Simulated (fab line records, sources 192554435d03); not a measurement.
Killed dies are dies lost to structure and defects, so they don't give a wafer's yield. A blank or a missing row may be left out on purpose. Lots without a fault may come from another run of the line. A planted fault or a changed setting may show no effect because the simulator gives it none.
fab line records | flow n5_finfet
record lots=10 wafers=28 last_day=17
route steps=1938 shown DUMMY_GATE@231 SPACER0@259 BEOL_M4@1111 PASSIVATION@1936
lots that met no fault: from a run of the same line without faults
start_h: hours from the record's first day to the start of the lot's first wafer shown | wait_h: hours since the lot's step before | " the same as in the row above | L1.1+2: a row that stands for several wafers | - no value, or no start given | * or withheld: withheld | < > ~ a bound
route shown NAME@n: a module of which the file shows steps, and the number in the route of the first | usual: mean/standard deviation of fault-free wafers | same: alike in all rows | chamber/n: place in a boat | sites: the reading at each site | _std_site: their standard deviation | _edge_site: outer sites' mean less inner sites' | radius_mm: how far each site lies from the wafer's centre | mask NAME#n: copy n | behind: the tool/chamber that last shaped the wafer | hold: why the lot was held/for how many hours/how that ended | device: the transistor (n, p or np) that didn't switch | end of line: the same wafers' tests at the end of the route | a step without rows: its recipe alone | killed: dies lost to structure and defects at the first sort, not the wafer's yield | map: a wafer's dies, x killed, . not, _ none there
set.NAME: the setting as run; set.NAME@STEP: as run at that earlier step | model.NAME: the simulator's own value behind a step, which no gauge read
steps of the route over a sample of lots; a table a step, a row a wafer
services: from which hour (start_h, from the record's first day; less than 0 if before it) a tool's chamber was out of use, for how many hours, and why
## steps
# step N5_DUMMY_GATE_CD_MEAS_15
# recipe target_cd_nm=25.8 landing_energy_ev=500 detector=se_inlens
# usual cd_nm=24.97/0.23
# columns lot.wafer tool chamber start_h wait_h cd_nm
L974.1 cd_sem-03 0 51.50 - 25.13
L974.2 " 0 " " 24.92
L974.4 " 0 " " 25.30
L979.1 cd_sem-03 0 83.75 - 25.12
L979.3 " 0 " " 25.38
L979.4 " 0 " " 25.44
L981.2 cd_sem-02 0 93.00 - 25.19
L981.3 " 0 " " 25.24
L981.6 " 0 " " 25.06
L982.1 cd_sem-01 0 100.19 - 25.37
L982.2 " 0 " " 25.01
L983.1 cd_sem-02 0 108.73 - 25.17
L983.2 " 0 " " 24.57
L983.4 " 0 " " 25.03
L985.1 cd_sem-03 0 117.64 - 24.95
L985.4 " 0 " " 25.07
L992.1 cd_sem-02 0 160.25 - 24.92
L992.4 " 0 " " 25.09
L992.6 " 0 " " 25.21
L994.2 cd_sem-02 0 172.85 - 25.12
L994.3 " 0 " " 24.98
L994.6 " 0 " " 25.10
L995.1 cd_sem-03 0 182.44 - 25.23
L995.3 " 0 " " 25.07
L995.5 " 0 " " 24.75
L996.3 cd_sem-02 0 184.06 - 24.99
L996.4 " 0 " " 25.02
L996.6 " 0 " " 24.81
# step N5_DUMMY_GATE_ETCH_23
# recipe chemistry=HBr/Cl2/O2 HBr_flow_sccm=150 Cl2_flow_sccm=80 O2_flow_sccm=12 bias_w=102 target_depth_a=410 time_s=22.3 target=poly-Si mask_material=SiO2 pressure_mtorr=10 icp_w=800
# usual drypump_motor_current_A=5.5/0.44 mfc_cl2_sccm=80.01/0.24 oes_product_au=1.004/0.019 throttle_valve_pct=37.14/0.19
# columns lot.wafer tool chamber start_h wait_h drypump_motor_current_A mfc_cl2_sccm oes_product_au rf_hours_counter_h throttle_valve_pct
L974.1 rie_si-02 2 52.46 0.0 6.4 79.45 1.013 1 36.90
L974.2 " 3 " " 4.9 80.16 0.960 39 36.84
L974.4 " 1 " " 5.8 80.09 1.035 - 37.17
L979.1 rie_si-05 3 85.22 0.0 5.5 80.59 1.016 30 36.90
L979.3 " 1 " " 5.1 79.64 1.021 178 37.15
L979.4 " 2 " " 6.0 79.71 1.027 121 37.42
L981.2 rie_si-05 2 94.03 0.0 6.0 80.33 1.027 121 37.43
L981.3 " 0 " " 5.1 79.95 1.026 162 37.36
L981.6 " 3 " " 5.5 79.83 1.015 - 36.89
L982.1 rie_si-05 0 101.50 0.0 5.1 80.14 1.329 162 37.36
L982.2 " 1 " " 5.1 80.55 1.003 178 37.11
L983.1 rie_si-05 2 109.63 0.0 6.0 79.85 1.328 122 37.42
L983.2 " 0 " " 5.0 80.43 1.017 162 37.34
L983.4 " 0 " " 5.1 80.40 1.342 - 37.36
L985.1 rie_si-05 2 118.71 0.0 6.0 79.94 1.329 122 37.42
L985.4 " 0 " " 5.1 80.07 1.340 - 37.35
L992.1 rie_si-06 2 161.23 0.0 5.8 80.15 1.017 187 37.08
L992.4 " 3 " " 5.7 79.72 1.009 78 37.08
L992.6 " 3 " " 5.7 79.80 1.009 - 37.09
L994.2 rie_si-06 1 174.54 0.0 5.2 80.21 0.961 76 37.32
L994.3 " 2 " " 5.8 79.84 1.013 187 37.09
L994.6 " 1 " " 5.2 80.00 0.955 - 37.33
L995.1 rie_si-05 2 183.30 0.0 6.0 79.80 1.021 123 37.43
L995.3 " 1 " " 5.1 80.06 1.010 180 37.13
L995.5 " 0 " " 5.1 79.69 1.025 - 37.35
L996.3 rie_si-02 1 185.09 0.0 5.8 80.24 0.994 2 37.17
L996.4 " 2 " " 6.4 80.04 1.018 3 36.91
L996.6 " 2 " " 6.4 80.14 1.019 - 36.91
# step N5_DUMMY_GATE_ETCH_44
# recipe chemistry=HBr/O2 over_etch_frac=0.7 target_depth_a=1275 stop_on=SiO2 ion_energy_ev=60 bias_w=20 target=poly-Si mask_material=SiO2 pressure_mtorr=20 icp_w=400 HBr_flow_sccm=120 O2_flow_sccm=10
# usual drypump_motor_current_A=5.5/0.44 oes_product_au=0.728/0.013 throttle_valve_pct=18.44/0.17
# columns lot.wafer tool chamber start_h wait_h drypump_motor_current_A oes_product_au rf_hours_counter_h throttle_valve_pct
L974.1 rie_si-02 2 52.51 0.0 6.4 0.731 1 18.32
L974.2 " 3 " " 4.9 0.712 39 18.15
L974.4 " 1 " " 5.8 0.747 - 18.51
L979.1 rie_si-05 3 85.28 0.0 5.4 0.728 30 18.37
L979.3 " 1 " " 5.1 0.723 178 18.46
L979.4 " 2 " " 6.0 0.740 121 18.68
L981.2 rie_si-05 2 94.09 0.0 6.0 0.745 121 18.70
L981.3 " 0 " " 5.0 0.732 162 18.65
L981.6 " 3 " " 5.4 0.730 - 18.35
L982.1 rie_si-05 0 101.55 0.0 5.0 0.735 162 18.65
L982.2 " 1 " " 5.0 0.731 178 18.46
L983.1 rie_si-05 2 109.68 0.0 6.0 0.733 122 18.68
L983.2 " 0 " " 5.0 0.722 162 18.64
L983.4 " 0 " " 5.1 0.737 - 18.65
L985.1 rie_si-05 2 118.77 0.0 6.0 0.740 122 18.68
L985.4 " 0 " " 5.1 0.740 - 18.66
L992.1 rie_si-06 2 161.28 0.0 5.8 0.735 187 18.20
L992.4 " 3 " " 5.7 0.719 78 18.50
L992.6 " 3 " " 5.7 0.725 - 18.48
L994.2 rie_si-06 1 174.59 0.0 5.2 0.687 76 18.59
L994.3 " 2 " " 5.8 0.732 187 18.23
L994.6 " 1 " " 5.2 0.693 - 18.58
L995.1 rie_si-05 2 183.36 0.0 6.0 0.751 123 18.70
L995.3 " 1 " " 5.0 0.728 180 18.46
L995.5 " 0 " " 5.1 0.748 - 18.67
L996.3 rie_si-02 1 185.15 0.0 5.8 0.724 2 18.41
L996.4 " 2 " " 6.4 0.734 3 18.32
L996.6 " 2 " " 6.4 0.739 - 18.33
# step N5_SPACER0_ALD_00
# recipe material=SiOCN target_thk_a=35 temp_c=400 ald_precursor_family=alkyl-aminosilane ald_co_reactant=O2/N2-plasma pulse_time_s=3 purge_time_s=2 co_reactant_purge_time_s=2 ald_cycles=58 pressure_torr=2
# usual chamber_pressure_Torr=2.001/0.0043 heater_power_outer_w=516/66 heater_power_w=832/99 precursor_pulse_height_rel=1.001/0.021
# columns lot.wafer tool chamber start_h wait_h chamber_pressure_Torr heater_power_outer_w heater_power_w precursor_pulse_height_rel since_wet_clean_h
L974.1 ald_sin-03 1 53.65 0.1 2.000 468 754 1.024 243
L974.2 " 0 " " 1.996 518 872 1.019 243
L974.4 " 3 " " 2.006 526 831 0.961 243
L979.1 ald_sin-04 2 85.86 0.1 2.000 499 866 0.989 78
L979.3 " 0 " " 2.000 603 987 0.985 78
L979.4 " 3 " " 1.999 424 701 1.036 78
L981.2 ald_sin-04 3 94.71 0.1 1.997 432 718 1.000 87
L981.3 " 1 " " 2.008 549 794 1.014 87
L981.6 " 1 " " 2.004 536 803 0.976 -
L982.1 ald_sin-02 2 102.18 0.1 2.001 523 849 1.005 2
L982.2 " 0 " " 2.002 595 896 0.994 2
L983.1 ald_sin-03 0 110.27 0.1 2.003 523 846 1.008 299
L983.2 " 2 " " 1.995 486 788 1.017 299
L983.4 " 2 " " 1.998 478 789 1.019 -
L985.1 ald_sin-02 2 119.35 0.1 2.001 542 856 0.993 19
L985.4 " 1 " " 2.001 389 627 1.021 19
L992.1 ald_sin-03 1 161.87 0.1 2.000 468 747 1.018 351
L992.4 " 0 " " 2.000 516 869 0.972 351
L992.6 " 0 " " 1.997 502 888 0.968 -
L994.2 ald_sin-03 1 175.19 0.1 2.004 449 760 0.989 364
L994.3 " 0 " " 1.992 516 871 0.966 364
L994.6 " 0 " " 1.992 517 871 0.998 -
L995.1 ald_sin-04 0 184.94 0.1 1.994 601 1001 1.003 177
L995.3 " 1 " " 2.004 545 815 1.032 177
L995.5 " 1 " " 2.005 554 792 0.983 -
L996.3 ald_sin-04 2 187.93 0.1 2.004 500 856 0.988 180
L996.4 " 1 " " 2.000 554 807 1.008 180
L996.6 " 3 " " 2.004 426 693 0.973 -
# step N5_BEOL_M4_RC_MEAS_101
# usual DIBL_N=36.4/1.5 DIBL_P=36.4/1.6 IOFF_N=0.164/0.025 IOFF_P=0.214/0.028 ION_N=675/9.9 ION_P=463/6.5 SS_N=71.5/0.5 SS_P=73.3/0.56 VT_N=249.2/2.7 VT_P=-250.1/2.8
# columns lot.wafer tool chamber start_h wait_h DIBL_N[mV/V] DIBL_P[mV/V] IOFF_N[nA/um] IOFF_P[nA/um] ION_N[uA/um] ION_P[uA/um] SS_N[mV/dec] SS_P[mV/dec] VT_N[mV] VT_P[mV]
L974.1 prober-01 0 177.93 0.0 37.4 35.4 0.145 0.213 671 465 70.9 73.9 251.9 -249.3
L974.2 " 0 " " 38.5 37.0 0.171 0.250 678 470 71.7 74.0 249.3 -245.5
L974.4 " 0 " " 36.1 33.7 0.129 0.190 659 459 71.3 73.2 254.3 -250.1
L979.1 prober-01 0 204.93 0.0 37.0 38.9 0.179 0.242 677 462 72.6 72.9 247.9 -251.3
L979.3 " 0 " " 37.1 39.1 0.171 0.249 676 464 72.4 73.9 250.5 -248.7
L979.4 " 0 " " 35.8 37.2 0.159 0.212 677 466 71.5 73.1 251.4 -248.6
L981.2 prober-01 0 213.79 0.2 35.3 38.5 0.150 0.253 665 468 71.6 73.5 251.1 -244.9
L981.3 " 0 " " 35.9 37.9 0.158 0.246 671 469 71.8 74.0 251.9 -246.6
L981.6 " 0 " " 35.8 37.8 0.153 0.246 669 462 71.8 73.8 252.0 -245.0
L982.1 prober-01 0 216.73 0.4 38.4 36.1 0.176 0.225 675 459 72.3 73.1 249.2 -249.1
L982.2 " 0 " " 38.7 36.1 0.184 0.239 681 470 72.0 73.4 246.6 -247.6
L983.1 prober-01 0 219.04 0.0 36.9 36.0 0.170 0.240 669 464 71.0 73.9 247.0 -249.0
L983.2 " 0 " " 36.8 35.6 0.178 0.235 674 465 71.5 73.2 247.5 -249.1
L983.4 " 0 " " 37.7 36.6 0.188 0.247 682 457 72.0 73.3 246.1 -250.1
L985.1 prober-01 0 241.19 0.0 35.6 35.6 0.140 0.179 669 456 71.0 72.6 254.5 -254.7
L985.4 " 0 " " 36.9 37.6 0.170 0.213 669 453 71.3 73.4 246.9 -252.7
L992.1 prober-02 0 274.08 0.0 35.5 36.2 0.152 0.214 684 466 71.0 73.3 251.5 -250.4
L992.4 " 0 " " 33.9 34.6 0.122 0.175 674 464 70.9 73.0 252.6 -253.9
L992.6 " 0 " " 33.8 34.8 0.130 0.185 661 457 71.7 72.7 251.3 -253.2
L994.2 prober-02 0 291.64 0.2 35.1 34.9 0.159 0.175 681 458 71.7 73.1 250.2 -254.8
L994.3 " 0 " " 34.7 34.4 0.146 0.169 674 457 71.1 73.1 249.3 -252.5
L994.6 " 0 " " 35.5 35.5 0.157 0.187 667 455 71.8 72.9 249.2 -254.0
L996.3 prober-02 0 303.39 0.3 37.4 37.1 0.184 0.225 675 464 71.4 73.8 246.9 -250.5
L996.4 " 0 " " 36.6 36.1 0.164 0.212 674 457 71.6 73.7 251.0 -251.4
L996.6 " 0 " " 37.8 36.8 0.174 0.218 678 459 71.2 74.1 249.6 -249.9
L995.1 prober-02 0 304.01 0.7 35.5 35.8 0.140 0.200 660 457 71.3 72.4 250.5 -249.5
L995.3 " 0 " " 36.0 36.8 0.158 0.221 670 465 72.0 73.2 249.4 -250.0
L995.5 " 0 " " 36.3 36.5 0.155 0.216 665 464 71.7 72.3 251.5 -250.7
# step N5_PASSIVATION_PROBE_49
# usual defect_limited_yield=91.1/1.4 killed_at_M0_to_M3=35/8.7 killed_at_M4_up=14/5.3 killed_at_contacts=12/6.2 killed_at_front_end=41/12 killed_at_other=3.4/2.6 killed_dies=105/16 killed_on_rim=14/3.8 killed_open=67/13 killed_short=36/7.3 sort_bin_5_function=5.2/0.96 sort_bin_6_memory=3.3/0.6 sort_n_pass=1075/16 sort_yield_pct=91.1/1.4
# same gross_dies=1180 killed_at_back_side=0 sort_bin_4_leakage[%]=0 sort_bin_8_speed[%]=0
# columns lot.wafer tool chamber start_h wait_h defect_limited_yield[%] killed_at_M0_to_M3 killed_at_M4_up killed_at_contacts killed_at_front_end killed_at_other killed_dies killed_on_rim killed_open killed_short sort_bin_5_function[%] sort_bin_6_memory[%] sort_n_pass sort_yield_pct[%]
L974.1 prober-02 - 284.77 0.0 91.9 35 20 9 29 3 96 19 62 34 4.9 2.9 1084 91.9
L974.2 prober-02 - 284.82 0.1 90.4 37 13 13 46 4 113 21 68 44 5.6 3.8 1067 90.4
L974.4 prober-02 - 284.92 0.2 89.4 48 17 7 50 3 125 11 82 43 6.6 3.5 1055 89.4
L985.4 prober-02 - 348.06 0.3 91.9 36 4 5 50 1 96 8 58 37 5.0 2.5 1084 91.9
# killed by level:class
L974.1 STI_FIN_REVEAL:geometric_particle:open=12 BEOL_M4:geometric_particle:open=12 BEOL_M0_SAQP:geometric_particle:short=10 MOL_CONTACT_COAG:geometric_particle:open=9 BEOL_M0_SAQP:geometric_particle:open=6 BEOL_M0:geometric_particle:open=6 FIN_SAQP:geometric_particle:short=4 BEOL_M3:geometric_particle:short=4
L974.2 STI_FIN_REVEAL:geometric_particle:open=15 BEOL_M0_SAQP:geometric_particle:short=13 MOL_CONTACT_COAG:geometric_particle:open=12 FIN_SAQP:geometric_particle:short=9 BEOL_M3:geometric_particle:open=6 DUMMY_GATE:geometric_particle:open=5 BEOL_M0_SAQP:geometric_particle:open=5 BEOL_M0:geometric_particle:open=5
L974.4 STI_FIN_REVEAL:geometric_particle:open=15 FIN_SAQP:geometric_particle:short=13 BEOL_M3:geometric_particle:open=11 FIN_SAQP:geometric_particle:open=9 BEOL_M2:geometric_particle:open=9 BEOL_M0_SAQP:geometric_particle:open=7 BEOL_M3:geometric_particle:short=6 MOL_CONTACT_COAG:geometric_particle:open=6
L985.4 BEOL_M3:geometric_particle:open=12 FIN_SAQP:geometric_particle:short=9 GATE_CUT:geometric_particle:short=8 BEOL_M0_SAQP:geometric_particle:open=8 FIN_SAQP:geometric_particle:open=7 GATE_CUT:geometric_particle:open=6 STI_FIN_REVEAL:geometric_particle:open=4 BEOL_M0_SAQP:geometric_particle:short=4
## services
# columns tool chamber start_h hours kind
rie_si-02 0 31.16 - clean
rie_si-02 0 31.16 - consumable_replace:focus_ring
rie_si-02 0 31.16 25.8 scheduled_down
rie_si-02 0 31.16 25.8 vent_cycle
ald_sin-04 0 48.96 4.1 repair
rie_si-02 - 54.60 2.8 pm
rie_si-05 2 69.49 6.8 repair
ald_sin-02 2 71.28 30.4 repair
rie_si-06 - 80.04 28.1 pm
ald_sin-02 - 86.52 14.0 pm
ald_sin-02 0 86.52 14.0 vent_cycle
ald_sin-02 1 86.52 14.0 vent_cycle
ald_sin-02 3 86.52 14.0 vent_cycle
ald_sin-02 0 100.52 - clean
ald_sin-02 1 100.52 - clean
ald_sin-02 3 100.52 - clean
rie_si-05 3 102.40 6.3 repair
rie_si-06 - 131.77 0.3 repair
ald_sin-03 3 172.68 20.5 repair
ald_sin-03 - 178.11 14.0 pm
ald_sin-03 0 178.11 14.0 vent_cycle
ald_sin-03 1 178.11 14.0 vent_cycle
ald_sin-03 2 178.11 14.0 vent_cycle
ald_sin-02 - 182.71 14.6 pm
## key
first_sign step=N5_DUMMY_GATE_ETCH_23 reading=oes_product_au direction=up sigmas=18 usual=1.004 struck=1.334
effect none on later readings
met_at N5_DUMMY_GATE_ETCH_23
struck_lots L982,L983,L985
struck_wafers L982.1,L983.1,L983.4,L985.1,L985.4
not_acting_at N5_DUMMY_GATE_CD_MEAS_15,N5_DUMMY_GATE_ETCH_44,N5_SPACER0_ALD_00
onset_between 94.03 101.50
fault kind=process_parameter_drift tool=rie_si-05 chamber=- onset_h=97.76 steps=N5_DUMMY_GATE_ETCH_23 channel=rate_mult offset=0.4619 shape=step end_h=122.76 scope=struck_wafers_only
